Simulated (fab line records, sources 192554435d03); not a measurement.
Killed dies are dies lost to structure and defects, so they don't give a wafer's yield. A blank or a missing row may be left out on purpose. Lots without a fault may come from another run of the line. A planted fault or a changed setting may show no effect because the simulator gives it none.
Which tool did it? | flow n5_finfet | 10 lots, 30 wafers sampled, at 5 steps of a route of 1938

WHAT THE GAUGES READ, wafer by wafer
N5_BEOL_M4_RC_MEAS_101.
lot  | measured     | on        | DIBL_N (mV/V)  | DIBL_P (mV/V)  | IOFF_N (nA/um)    | IOFF_P (nA/um) | ION_N (uA/um) | ION_P (uA/um) | SS_N (mV/dec)  | SS_P (mV/dec)  | VT_N (mV)   | VT_P (mV)
L756 | day 8 23:14  | prober-01 | 35.8 36.4 36.6 | 36.2 37.6 37.3 | 0.162 0.186 0.188 | 0.18 0.19 0.19 | 676 688 673   | 452 469 453   | 71.3 71.3 72.3 | 73.1 73.7 73.8 | 253 246 251 | -258 -252 -253
L758 | day 9 08:35  | prober-02 | 35.7 35.7 35.1 | 36.7 36.7 36.3 | 0.162 0.163 0.152 | 0.23 0.23 0.22 | 680 678 678   | 468 467 467   | 71.3 71.4 71.0 | 72.6 72.1 73.0 | 247 247 249 | -247 -248 -247
L761 | day 10 03:15 | prober-02 | 36.5 37.6 37.4 | 34.9 35.7 36.3 | 0.147 0.154 0.156 | 0.19 0.21 0.21 | 671 669 675   | 458 459 458   | 72.1 71.6 72.1 | 73.5 73.0 73.0 | 251 250 253 | -248 -251 -249
L762 | day 10 11:20 | prober-02 | 37.7 35.7 34.8 | 38.4 35.6 34.8 | 0.186 0.148 0.139 | 0.26 0.22 0.21 | 680 662 677   | 466 463 465   | 72.5 71.3 70.7 | 74.4 73.1 73.3 | 250 250 250 | -245 -248 -248
L764 | day 11 00:10 | prober-02 | 35.2 34.1 35.6 | 34.3 33.3 35.7 | 0.139 0.125 0.146 | 0.16 0.15 0.17 | 649 659 653   | 445 449 445   | 71.2 70.1 71.2 | 73.1 73.0 73.2 | 252 251 254 | -256 -256 -256
L765 | day 11 01:20 | prober-02 | 34.1 35.7 36.3 | 33.8 35.6 36.0 | 0.115 0.138 0.146 | 0.16 0.18 0.19 | 656 673 661   | 450 454 452   | 71.3 72.0 71.7 | 72.5 72.6 73.2 | 254 254 253 | -253 -255 -254
L767 | day 11 16:05 | prober-01 | 35.6 35.8 37.4 | 34.7 35.1 37.0 | 0.137 0.145 0.172 | 0.17 0.18 0.21 | 675 665 670   | 451 456 454   | 71.7 71.5 71.8 | 73.1 73.2 73.4 | 254 253 250 | -254 -256 -251
L766 | day 11 20:35 | prober-01 | 36.5 36.3 35.8 | 35.6 37.1 35.7 | 0.155 0.163 0.149 | 0.21 0.23 0.20 | 667 668 663   | 460 465 460   | 71.5 71.2 71.9 | 73.4 72.8 72.5 | 252 250 250 | -252 -247 -248
L771 | day 12 11:26 | prober-01 | 35.3 34.3 34.0 | 34.9 33.2 33.3 | 0.143 0.123 0.126 | 0.18 0.17 0.18 | 676 666 667   | 459 457 460   | 71.4 70.4 70.9 | 72.9 72.6 72.6 | 252 254 252 | -253 -254 -252
L775 | day 14 06:29 | prober-02 | 34.8 33.8 35.4 | 33.5 32.4 34.7 | 0.121 0.104 0.132 | 0.19 0.17 0.20 | 674 653 668   | 459 457 467   | 70.5 70.8 71.3 | 73.0 72.3 73.0 | 254 259 252 | -252 -253 -249

WHICH TOOL RAN EACH LOT (tool, then ch and the chambers of the sampled wafers, then the start)
lot  | N5_BEOL_M2_PRE_CLEAN_45      | N5_BEOL_M2_SPUTTER_48        | N5_BEOL_M2_SPUTTER_79        | N5_BEOL_M2_ANNEAL_80
L756 | pvd_sputter-01, day 7 20:18  | pvd_sputter-01, day 7 20:55  | pvd_sputter-01, day 7 21:08  | pvd_sputter-01, day 7 21:13
L758 | pvd_sputter-01, day 8 05:42  | pvd_sputter-01, day 8 06:16  | pvd_sputter-01, day 8 06:29  | pvd_sputter-01, day 8 06:34
L761 | pvd_sputter-02, day 9 00:25  | pvd_sputter-02, day 9 01:02  | pvd_sputter-02, day 9 01:16  | pvd_sputter-02, day 9 01:20
L762 | pvd_sputter-02, day 9 08:56  | pvd_sputter-02, day 9 09:59  | pvd_sputter-02, day 9 10:13  | pvd_sputter-02, day 9 10:17
L764 | pvd_sputter-03, day 9 20:09  | pvd_sputter-02, day 9 21:17  | pvd_sputter-02, day 9 21:30  | pvd_sputter-02, day 9 21:35
L765 | pvd_sputter-01, day 9 22:19  | pvd_sputter-01, day 9 22:58  | pvd_sputter-01, day 9 23:11  | pvd_sputter-01, day 9 23:16
L767 | pvd_sputter-02, day 10 11:45 | pvd_sputter-02, day 10 12:40 | pvd_sputter-02, day 10 12:53 | pvd_sputter-02, day 10 12:58
L766 | pvd_sputter-02, day 10 14:33 | pvd_sputter-01, day 10 15:07 | pvd_sputter-01, day 10 15:20 | pvd_sputter-01, day 10 15:25
L771 | pvd_sputter-02, day 11 11:23 | pvd_sputter-01, day 11 12:54 | pvd_sputter-01, day 11 13:07 | pvd_sputter-01, day 11 13:12
L775 | pvd_sputter-03, day 13 10:31 | pvd_sputter-03, day 13 11:22 | pvd_sputter-03, day 13 11:35 | pvd_sputter-03, day 13 11:40
- N5_BEOL_M2_PRE_CLEAN_45: time 30 s.
- N5_BEOL_M2_SPUTTER_48: material Cu, target thk 4.5 nm, time 8.29 s.
- N5_BEOL_M2_SPUTTER_79: material Cu, target thk 4.5 nm, time 8.29 s.
- N5_BEOL_M2_ANNEAL_80: time 240 s.

WHAT THE TOOLS THEMSELVES READ (means of the sampled wafers that have a number; where no wafer has one, the mark that the record gives instead)
N5_BEOL_M2_PRE_CLEAN_45.
lot  | tool           | heater_power_w (W)
L756 | pvd_sputter-01 | 348
L758 | pvd_sputter-01 | 351
L761 | pvd_sputter-02 | 377
L762 | pvd_sputter-02 | 354
L764 | pvd_sputter-03 | 328
L765 | pvd_sputter-01 | 343
L767 | pvd_sputter-02 | 369
L766 | pvd_sputter-02 | 376
L771 | pvd_sputter-02 | 366
L775 | pvd_sputter-03 | 333

N5_BEOL_M2_SPUTTER_48.
lot  | tool           | chamber_pressure_pa (Pa) | chuck_gas_flow_sccm (sccm) | substrate_temp_c (C) | throttle_valve_pct (%)
L756 | pvd_sputter-01 | 0.07                     | 1.26                       | -20.04               | 30.3
L758 | pvd_sputter-01 | 0.07                     | 1.26                       | -20.00               | 29.9
L761 | pvd_sputter-02 | 0.07                     | 1.28                       | -19.97               | 29.8
L762 | pvd_sputter-02 | 0.07                     | 1.28                       | -19.93               | 29.9
L764 | pvd_sputter-02 | 0.07                     | 1.30                       | -20.07               | 29.2
L765 | pvd_sputter-01 | -                        | -                          | -                    | -
L767 | pvd_sputter-02 | -                        | -                          | -                    | -
L766 | pvd_sputter-01 | -                        | -                          | -                    | -
L771 | pvd_sputter-01 | 0.07                     | 1.30                       | -20.05               | 30.3
L775 | pvd_sputter-03 | 0.07                     | 1.27                       | -20.02               | 29.6

N5_BEOL_M2_SPUTTER_79.
lot  | tool           | chamber_pressure_pa (Pa) | chuck_gas_flow_sccm (sccm) | substrate_temp_c (C) | throttle_valve_pct (%)
L756 | pvd_sputter-01 | 0.07                     | 1.29                       | -19.97               | 30.2
L758 | pvd_sputter-01 | 0.07                     | 1.24                       | -20.04               | 30.0
L761 | pvd_sputter-02 | 0.07                     | 1.28                       | -20.01               | 29.6
L762 | pvd_sputter-02 | 0.07                     | 1.32                       | -19.97               | 30.0
L764 | pvd_sputter-02 | 0.07                     | 1.26                       | -20.01               | 29.1
L765 | pvd_sputter-01 | 0.07                     | 1.26                       | -20.03               | 30.0
L767 | pvd_sputter-02 | 0.07                     | 1.24                       | -20.08               | 30.1
L766 | pvd_sputter-01 | 0.07                     | 1.25                       | -20.06               | 29.8
L771 | pvd_sputter-01 | 0.07                     | 1.18                       | -20.05               | 30.2
L775 | pvd_sputter-03 | 0.07                     | 1.30                       | -20.08               | 29.6

N5_BEOL_M2_ANNEAL_80.
lot  | tool           | heater_power_w (W)
L756 | pvd_sputter-01 | 870
L758 | pvd_sputter-01 | 848
L761 | pvd_sputter-02 | 904
L762 | pvd_sputter-02 | 952
L764 | pvd_sputter-02 | 881
L765 | pvd_sputter-01 | 865
L767 | pvd_sputter-02 | 948
L766 | pvd_sputter-01 | 825
L771 | pvd_sputter-01 | 888
L775 | pvd_sputter-03 | 783

THE ANSWER, worked out from the rows above alone
Rule: what is usual is taken from the lots themselves. Put in order of their means at a reading, lots are off if they are a third of the lots or fewer, leave a main group of 4 or more, and stand apart from it by a gap of 3 or more times the standard deviation of the main group's means; of several such gaps the widest counts. A main group whose means are all the same, to the digits that the tables above print for the reading, isn't used. A lot without any number at a reading at which 4 lots or more have one is off too. The other lots that the step has rows for count as sound. The gauges are gone through in route order, then the tools' own readings, and for those a lot's mean is taken as printed above. The first step at which some lot is off is used, and at that step the reading that is off furthest; a lot without a number counts as furthest.
Off: L765, L767, L766, at N5_BEOL_M2_SPUTTER_48 (chamber_pressure_pa). Without a number there: L765, L767, L766. The main group: mean 0.07 Pa, standard deviation 0.
A tool fits if, at that step or a process step before it, it ran every lot that is off, and no sound lot after the first of them. None of those tried fits.

WHAT THE SIMULATOR HAD PUT IN
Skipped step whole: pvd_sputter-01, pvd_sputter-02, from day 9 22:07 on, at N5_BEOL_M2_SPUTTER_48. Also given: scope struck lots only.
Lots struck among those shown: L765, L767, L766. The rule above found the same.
